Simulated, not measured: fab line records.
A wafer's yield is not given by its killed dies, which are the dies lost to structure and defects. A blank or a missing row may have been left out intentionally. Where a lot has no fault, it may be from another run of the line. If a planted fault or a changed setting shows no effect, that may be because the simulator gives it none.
fab line records	flow n5_finfet
record: lots: 3	wafers: 9	last_day: 14
route steps=1938 shown HKMG_FIN@394 PASSIVATION@1936
lots untouched by any fault: they come from a run of this same line in which no faults occurred
start_h: start of the lot's first displayed wafer, in hours after the record's first day	wait_h: hours from the lot's prior step to this one	" identical to the entry in the row above	L1.1+2: a single row standing in for several wafers	- value missing, or start not given	* or withheld: withheld	< > ~ a bound
route shown NAME@n: NAME is a module with steps in the file, n the number in the route of the first one	usual: mean and standard deviation over wafers with no fault	same: alike in all rows	chamber/n: place in a boat	sites: the reading at each site	_std_site: how widely they spread, as a standard deviation	_edge_site: the outer-site mean with the inner-site mean subtracted	radius_mm: for every site, how far away it sits from the centre of the wafer	mask NAME#n: copy n	behind: the last tool/chamber to shape the wafer	hold: what put the lot on hold/how long, in hours/how the hold closed	device: the transistor (n, p or np) that didn't switch	end of line: the route-end tests of the same wafers	for a step that has no rows: nothing shown but its recipe	killed: at the first sort, the dies lost to defects and structure; wafer yield is something else	map: dies across one wafer; x = killed, . = not, _ = none there
set.NAME: the setting as run; set.NAME@STEP: as run at that earlier step	model.NAME: the simulator's own value behind a step, which no gauge read
lots seen at some steps along the route; tables by step, rows by wafer
services: from which hour (start_h, from the record's first day; less than 0 if before it) a tool's chamber was out of use, for how many hours, and why
== steps ==
step: N5_HKMG_FIN_SOFTBAKE_44
recipe: temp_c: 110	time_s: 60	resist: CAR-ArF
step: N5_HKMG_FIN_EXPOSE_46
recipe: mask_id: NDIPOLE	na: 1.35	source_shape: conventional	sigma_outer: 0.8	polarization: unpolarized	dose_mj: 40
step: N5_HKMG_FIN_PEB_47
recipe: peb_temp_c: withheld	peb_time_s: 60	resist: CAR-ArF
step: N5_HKMG_FIN_DEVELOP_48
recipe: develop_time_s: 30	developer: TMAH	resist: CAR-ArF	rinse_liquid: diw	dry: air_spin	dev_temp_c: 23
step: N5_HKMG_FIN_DESCUM_53
recipe: chemistry: O2	time_s: 7.9	source_power_w: 50	bias_power_w: 20	pressure_mtorr: 20	rf_frequency_hz: 2.712e+07	temp_c: 40	resist: CAR-ArF	o2_flow_sccm: 225
step: N5_HKMG_FIN_ETCH_54
recipe: chemistry: CF4	target: SiARC	target_depth_a: 455	mask_material: CAR-ArF	time_s: 75.8	ion_energy_ev: 80	pressure_mtorr: 40	source_w: 545	bias_w: 36	Ar_flow_sccm: 100	cf4_flow_sccm: 100	ends: cleared
step: N5_HKMG_FIN_ETCH_55
recipe: chemistry: N2/H2	target: SOC	target_depth_a: 2400	temp_c: 40	time_s: 300	ion_energy_ev: 200	mask_material: SiARC	pressure_mtorr: 30	source_w: 840	bias_w: 150	n2_flow_sccm: 200	h2_flow_sccm: 200
step: N5_HKMG_FIN_STRIP_56
recipe: chemistry: N2/H2	temp_c: 40	n2_flow_sccm: 200	h2_flow_sccm: 200	rf_frequency_hz: 6e+07
step: N5_HKMG_FIN_STRIP_57
recipe: chemistry: CF4	resist: SiARC	power_w: 300	bias_power_w: 75	pressure_mtorr: 50	cf4_flow_sccm: 150	rf_frequency_hz: 6e+07
step: N5_HKMG_FIN_ETCH_58
recipe: chemistry: N2/H2	target: SOC	target_depth_a: 2158	ion_energy_ev: 50	bias_w: 13	time_s: 741	pressure_mtorr: 30	source_w: 875	n2_flow_sccm: 200	h2_flow_sccm: 200
usual: drypump_motor_current_A: 5.9/0.33	oes_product_au: 0.82/0.099	rf_vpp_V: 99.5/0.92	showerhead_plenum_p_Torr: 2.58/0.061	throttle_valve_pct: 17.77/0.26
lot.wafer	tool	chamber	start_h	wait_h	drypump_motor_current_A	oes_product_au	rf_hours_counter_h	rf_vpp_V	showerhead_plenum_p_Torr	throttle_valve_pct
L637.1	rie_diel-01	2	71.68	0.0	5.9	0.73	196	98.1	2.62	17.78
L637.4	"	1	"	"	6.1	0.71	218	97.8	2.51	18.02
L637.6	"	1	"	"	6.1	0.71	-	99.2	2.51	18.03
L640.4	rie_diel-02	2	90.72	0.0	6.2	0.96	11	99.4	2.59	17.26
L640.5	"	3	"	"	5.5	0.69	-	99.8	2.61	17.83
L640.6	"	0	"	"	6.0	0.91	-	98.8	2.59	17.51
L647.1	rie_diel-02	3	133.67	0.0	5.5	0.94	3	101.9	2.61	17.42
L647.4	"	0	"	"	6.0	0.88	42	99.4	2.59	17.56
L647.5	"	1	"	"	5.6	0.73	-	98.6	2.61	17.89
step: N5_HKMG_FIN_STRIP_93
recipe: chemistry: N2/H2	material: SOC	time_s: 20	power_w: 500	temp_c: 40	pressure_mtorr: 50	rf_frequency_hz: 6e+07	bias_power_w: 8	h2_frac: 0.5	n2_flow_sccm: 300	h2_flow_sccm: 300
step: N5_HKMG_FIN_WET_ETCH_76
recipe: chemistry: dNH4OH	mix: 1:50	temp_c: 25	target: Al2O3	stop_on: La2O3	target_depth_nm: 2.25	dry: ipa_marangoni	rinse_time_s: 30	rinse_temp_c: 23
step: N5_HKMG_FIN_STRIP_60
recipe: chemistry: N2/H2	power_w: 2500	temp_c: 300	h2_frac: 0.65	time_s: 360	pressure_mtorr: withheld	n2_flow_sccm: 1750	h2_flow_sccm: 3250
step: N5_HKMG_FIN_WET_ETCH_77
recipe: chemistry: dHCl	mix: 1:10000	temp_c: 25	target: La2O3	stop_on: HfO2	target_depth_nm: 2
step: N5_HKMG_FIN_WET_ETCH_78
recipe: chemistry: dNH4OH	mix: 1:50	temp_c: 25	target: Al2O3	stop_on: La2O3	target_depth_nm: 4.5	dry: ipa_marangoni	rinse_time_s: 30	rinse_temp_c: 23
step: N5_HKMG_FIN_ALD_79
recipe: material: TiN	target_thk_a: 15	temp_c: 400	ald_precursor_family: TiCl4	ald_co_reactant: NH3	pulse_time_s: 1	purge_time_s: 3	co_reactant_purge_time_s: 2	co_reactant_pulse_time_s: 2	ald_cycles: 68	pressure_torr: 3
step: N5_HKMG_FIN_CVD_62
recipe: material: a-Si	target_thk_a: 30	temp_c: 500	precursor: Si2H6	pressure_torr: 1	time_s: 20.8
step: N5_HKMG_FIN_RTA_80
recipe: temp_c: withheld	time_s: 2	ambient: N2	idle_temp_c: 600	ramp_up_c_per_s: 150	ramp_down_c_per_s: 60	cool_to_c: 600
step: N5_HKMG_FIN_PRECLEAN_64
recipe: chemistry: dHF	time_s: 30	temp_c: 25	dilution: withheld
step: N5_HKMG_FIN_WET_ETCH_65
recipe: chemistry: TMAH	temp_c: 70	conc_wt_pct: 5	target: a-Si	stop_on: TiN	time_s: 49	target_depth_nm: 3
step: N5_HKMG_FIN_WET_ETCH_81
recipe: chemistry: SC1	target: TiN	stop_on: HfO2	mix: 1:1:5	temp_c: 60	time_s: 57	target_depth_nm: 6
step: N5_HKMG_FIN_WET_ETCH_82
recipe: chemistry: dHCl	mix: 1:10000	temp_c: 25	target: La2O3	stop_on: HfO2	target_depth_nm: 2	dry: ipa_marangoni	rinse_time_s: 30	rinse_temp_c: 23
step: N5_HKMG_FIN_ALD_36
recipe: material: TiN	target_thk_a: 10	temp_c: 400	ald_precursor_family: TiCl4	ald_co_reactant: NH3	pulse_time_s: 1	purge_time_s: 3	co_reactant_purge_time_s: 2	co_reactant_pulse_time_s: 2	ald_cycles: 47	pressure_torr: 3
step: N5_HKMG_FIN_PWFM_ALD_03
recipe: material: TiN	target_thk_a: 20	temp_c: 400	ald_precursor_family: TiCl4	ald_co_reactant: NH3	pulse_time_s: 1	purge_time_s: 3	co_reactant_purge_time_s: 2	co_reactant_pulse_time_s: 2	ald_cycles: 91	pressure_torr: 3
step: N5_HKMG_FIN_COAT_29
recipe: resist: SOC	temp_c: 250	time_s: 60	spin_rpm: 1500	resist_thk_nm: 300
step: N5_HKMG_FIN_COAT_30
recipe: resist: SiARC	temp_c: 220	time_s: 60	spin_rpm: 1500	resist_thk_nm: 35
step: N5_HKMG_FIN_COAT_06
recipe: resist: CAR-ArF	spin_rpm: 1500	resist_thk_nm: 90
step: N5_HKMG_FIN_EBR_08
recipe: solvent: PGMEA	ebr_width_mm: 1.5
step: N5_HKMG_FIN_SOFTBAKE_07
recipe: temp_c: 110	time_s: 60	resist: CAR-ArF
step: N5_HKMG_FIN_EXPOSE_09
recipe: mask_id: NWFM	na: 1.35	source_shape: conventional	sigma_outer: 0.8	polarization: unpolarized	dose_mj: 39.25
step: N5_HKMG_FIN_PEB_10
recipe: peb_temp_c: withheld	peb_time_s: 60	resist: CAR-ArF
step: N5_HKMG_FIN_DEVELOP_11
recipe: develop_time_s: 30	developer: TMAH	resist: CAR-ArF	dev_temp_c: 23	rinse_liquid: diw	dry: air_spin
step: N5_HKMG_FIN_DESCUM_17
recipe: chemistry: O2	time_s: 7.9	source_power_w: 50	bias_power_w: 20	pressure_mtorr: 20	rf_frequency_hz: 2.712e+07	temp_c: 40	resist: CAR-ArF	o2_flow_sccm: 225
step: N5_HKMG_FIN_ETCH_31
recipe: chemistry: CF4	target: SiARC	target_depth_a: 455	mask_material: CAR-ArF	time_s: 75.8	ion_energy_ev: 80	pressure_mtorr: 40	source_w: 545	bias_w: 36	Ar_flow_sccm: 100	cf4_flow_sccm: 100	ends: cleared
step: N5_HKMG_FIN_ETCH_32
recipe: chemistry: N2/H2	target: SOC	target_depth_a: 2400	temp_c: 40	time_s: 300	ion_energy_ev: 200	mask_material: SiARC	pressure_mtorr: 30	source_w: 840	bias_w: 150	n2_flow_sccm: 200	h2_flow_sccm: 200
step: N5_PASSIVATION_PROBE_49
usual: defect_limited_yield: 91.2/1.3	killed_at_M0_to_M3: 34/10	killed_at_M4_up: 13/4.6	killed_at_contacts: 13/5.5	killed_at_front_end: 41/12	killed_at_other: 2.8/2.4	killed_dies: 104/16	killed_open: 67/12	killed_short: 33/7.2	sort_bin_4_leakage: 0.00/0.012	sort_bin_5_function: 5.1/0.86	sort_bin_6_memory: 3.3/0.62	sort_n_pass: 1076/16	sort_yield_pct: 91.2/1.3
same: gross_dies: 1180	killed_at_back_side: 0	sort_bin_8_speed[%]: 0
lot.wafer	tool	chamber	start_h	wait_h	defect_limited_yield[%]	killed_at_M0_to_M3	killed_at_M4_up	killed_at_contacts	killed_at_front_end	killed_at_other	killed_dies	killed_open	killed_short	sort_bin_4_leakage[%]	sort_bin_5_function[%]	sort_bin_6_memory[%]	sort_n_pass	sort_yield_pct[%]
L637.1	prober-01	-	273.48	0.0	91.9	31	12	12	39	1	95	67	21	0	4.3	3.1	1085	91.9
L637.4	prober-01	-	273.63	0.2	91.5	29	11	12	48	0	100	70	26	0	5.3	3.1	1080	91.5
L637.6	prober-01	-	273.73	0.3	90.0	33	23	27	30	5	118	71	42	0	6.2	3.4	1062	90.0
L640.4	prober-01	-	299.02	0.2	89.9	33	12	11	61	2	119	64	47	0	5.6	3.8	1061	89.9
L640.5	prober-01	-	299.07	0.2	91.5	22	19	14	43	2	100	68	31	0	4.7	3.6	1080	91.5
L640.6	prober-01	-	299.12	0.3	90.3	21	15	8	68	2	114	71	40	0	5.7	3.6	1066	90.3
L647.1	prober-02	-	335.61	0.0	81.6	33	16	24	141	3	217	73	30	0	11.1	5.4	963	81.6
L647.4	prober-02	-	335.76	0.2	82.8	27	13	11	152	0	203	62	27	0	11.8	3.7	977	82.8
L647.5	prober-02	-	335.81	0.2	79.9	46	23	8	159	1	237	97	30	0.08	13.0	4.8	942	79.8
killed by level:class
L637.1 STI_FIN_REVEAL:geometric_particle:open=13 FIN_SAQP:geometric_particle:open=8 MOL_CONTACT_COAG:geometric_particle:open=7 BEOL_M2:geometric_particle:open=7 BEOL_M1:geometric_particle:open=6 BEOL_M0:geometric_particle:open=5 BEOL_M0_SAQP:geometric_particle:open=5 MOL_CONTACT_COAG:geometric_particle:short=5
L637.4 STI_FIN_REVEAL:geometric_particle:open=23 BEOL_M2:geometric_particle:open=7 FIN_SAQP:geometric_particle:open=6 BEOL_M0_SAQP:geometric_particle:short=6 MOL_CONTACT_COAG:geometric_particle:open=6 MOL_CONTACT_COAG:geometric_particle:short=6 BEOL_M0:geometric_particle:open=5 BEOL_M5:geometric_particle:open=5
L637.6 MOL_CONTACT_COAG:geometric_particle:open=19 BEOL_M0_SAQP:geometric_particle:short=11 FIN_SAQP:geometric_particle:open=8 BEOL_M4:geometric_particle:open=7 MOL_CONTACT_COAG:geometric_particle:short=6 BEOL_M0_SAQP:geometric_particle:open=5 STARTING-WAFER:geometric_particle:open=5 BEOL_M4:geometric_particle:short=5
L640.4 FIN_SAQP:geometric_particle:short=18 FIN_SAQP:geometric_particle:open=8 MOL_CONTACT_COAG:geometric_particle:open=8 BEOL_M0_SAQP:geometric_particle:open=8 STI_FIN_REVEAL:geometric_particle:open=7 BEOL_M0_SAQP:geometric_particle:short=7 BEOL_M0:geometric_particle:open=7 GATE_CUT:geometric_particle:short=6
L640.5 STI_FIN_REVEAL:geometric_particle:open=13 MOL_CONTACT_COAG:geometric_particle:open=9 BEOL_M0_SAQP:geometric_particle:open=9 FIN_SAQP:geometric_particle:short=8 BEOL_M4:geometric_particle:open=8 BEOL_M3:geometric_particle:open=6 FIN_SAQP:geometric_particle:open=5 MOL_CONTACT_COAG:geometric_particle:short=5
L640.6 FIN_SAQP:geometric_particle:open=22 FIN_SAQP:geometric_particle:short=14 BEOL_M4:geometric_particle:open=8 MOL_CONTACT_COAG:geometric_particle:open=8 BEOL_M3:geometric_particle:open=7 STI_FIN_REVEAL:geometric_particle:short=6 STI_FIN_REVEAL:geometric_particle:open=5 ILD0:geometric_particle:short=4
L647.1 HKMG_FIN:unspecified=114 MOL_CONTACT_COAG:geometric_particle:open=19 BEOL_M1:geometric_particle:open=12 BEOL_M0_SAQP:geometric_particle:open=6 STARTING-WAFER:geometric_particle:open=6 MOL_CONTACT_COAG:geometric_particle:short=5 BEOL_M4:geometric_particle:open=5 STI_FIN_REVEAL:geometric_particle:open=4
L647.4 HKMG_FIN:unspecified=110 FIN_SAQP:geometric_particle:open=10 MOL_CONTACT_COAG:geometric_particle:open=9 STI_FIN_REVEAL:geometric_particle:open=8 GATE_CUT:geometric_particle:short=7 BEOL_M1:geometric_particle:open=6 BEOL_M3:geometric_particle:open=6 BEOL_M4:geometric_particle:open=5
L647.5 HKMG_FIN:unspecified=102 STI_FIN_REVEAL:geometric_particle:open=18 BEOL_M4:geometric_particle:open=13 FIN_SAQP:geometric_particle:open=12 BEOL_M0_SAQP:geometric_particle:short=11 BEOL_M0_SAQP:geometric_particle:open=10 BEOL_M1:geometric_particle:open=10 BEOL_M3:geometric_particle:open=7
map L647.5 (x killed, . not)
_________________x...x.......________________
______________x................._____________
___________...x..x..x.........x....__________
__________..x.......x..x..xx........_________
________.xx..................x.x......_______
_______.......x.....xx......x.x...x..x.______
______......x..........xx........x..x..._____
_____...x.......x...x..x.x...............____
____.................x....x....x....x.....___
___xx..x........x.x....x...................__
___.x......x...x.xx...x...x.............xx.__
__xx.......x........................x......._
__x....x....x............x....x............x_
_....x.............x.....x.................x.
_..x..................x.xx...................
_.................xx...xxx..x........xx.x...x
_.....x............x.xxxxx.xx..xx..........x.
_...x........x...xxxxxxxxxxxxx............x..
_..xx.x.......x....xxxxxxxxxxx.x.............
_...............x.xxxxxxxxxxxx.....xx......x.
_.....x.x........xxxxxxxxxxxxx.x....x.x....x.
__.x......x.......xxxxxxxxxxxxxx..........x._
__..x..........xx.x..xxxxxxxxxxxxx..x....x.x_
___.........x...x..xxxxxxxxxx.x.........x..__
___...................xxxxxx...............__
____..x...x......x....x.x...x......x....x.___
_____....................................____
______....................xx...x...x.x.._____
_______.........x...................x..______
________........x....................._______
__________................x........._________
___________...............x.......x__________
______________..............x..._____________
_________________......x.....________________
map L640.4 (x killed, . not)
_________________.....x......________________
______________..x.x..........x.._____________
___________x......x................__________
__________...xx........x....x....x.._________
________.............................._______
_______.................x.x..........x.______
______x..x..............x..............._____
_____..x...............xx..............x.____
____......x..............xx....x......x...___
___.........x...............x............xx__
___....................xx...........x......__
__....x.x.........x.......................x._
__.................................x.....x.._
_.....................x.....x...x......x..x..
_.........x...........x.......x..............
_x.................x..x.x.x..xx..x.........x.
_......x...............x............x........
_.x.....xx...........x..x.............x.....x
_...x...x..x.....x....x......................
_..............................x.....x.......
_x...x....................x................x.
__......x.............................x....._
__.......x...................x.............x_
___........x..x..x.............x...........__
___................x.............x....xx...__
____x........x..x...............x.........___
_____...............x......x........x....____
______......................x..........._____
_______...x.........x......x.......x...______
________.....x.....xx.xx....x.......x._______
__________.x.....x.......x.....x...._________
___________....x.x...........x..x..__________
______________..x..............._____________
_________________........x...________________
== services ==
tool	chamber	start_h	hours	kind
rie_diel-01	3	85.99	-	clean
rie_diel-01	3	85.99	-	consumable_replace:focus_ring
rie_diel-01	3	85.99	-	consumable_replace:showerhead
rie_diel-01	3	85.99	19.1	scheduled_down
rie_diel-01	3	85.99	19.1	vent_cycle
rie_diel-01	-	86.10	14.6	pm
rie_diel-02	3	93.61	-	clean
rie_diel-02	3	93.61	-	consumable_replace:focus_ring
rie_diel-02	3	93.61	30.6	scheduled_down
rie_diel-02	3	93.61	30.6	vent_cycle
== key ==
first_sign: step: N5_PASSIVATION_PROBE_49	reading: killed_at_front_end	direction: up	sigmas: 9.5	usual: 41	struck: 151
effect: step: N5_PASSIVATION_PROBE_49	reading: killed_dies	direction: up	sigmas: 7.4	usual: 104	struck: 219
more_kills_born_at: N5_HKMG_FIN_ETCH_58@rie_diel-02: 326
met_at N5_HKMG_FIN_ETCH_58
struck_wafers L647.1,L647.4,L647.5
onset_between 90.72 133.67
also_fits time
earlier_fault: kind: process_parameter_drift	tool: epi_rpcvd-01	chamber: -	onset_h: 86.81	steps: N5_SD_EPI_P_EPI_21	channel: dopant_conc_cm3	offset: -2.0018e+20	shape: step	end_h: 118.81	acts_in: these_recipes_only	stated: 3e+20
fault: kind: chamber_particle_source	tool: rie_diel-02	chamber: -	onset_h: 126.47	steps: N5_HKMG_FIN_ETCH_58	rate_per_visit_cm2: 0.60752	end_h: 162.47
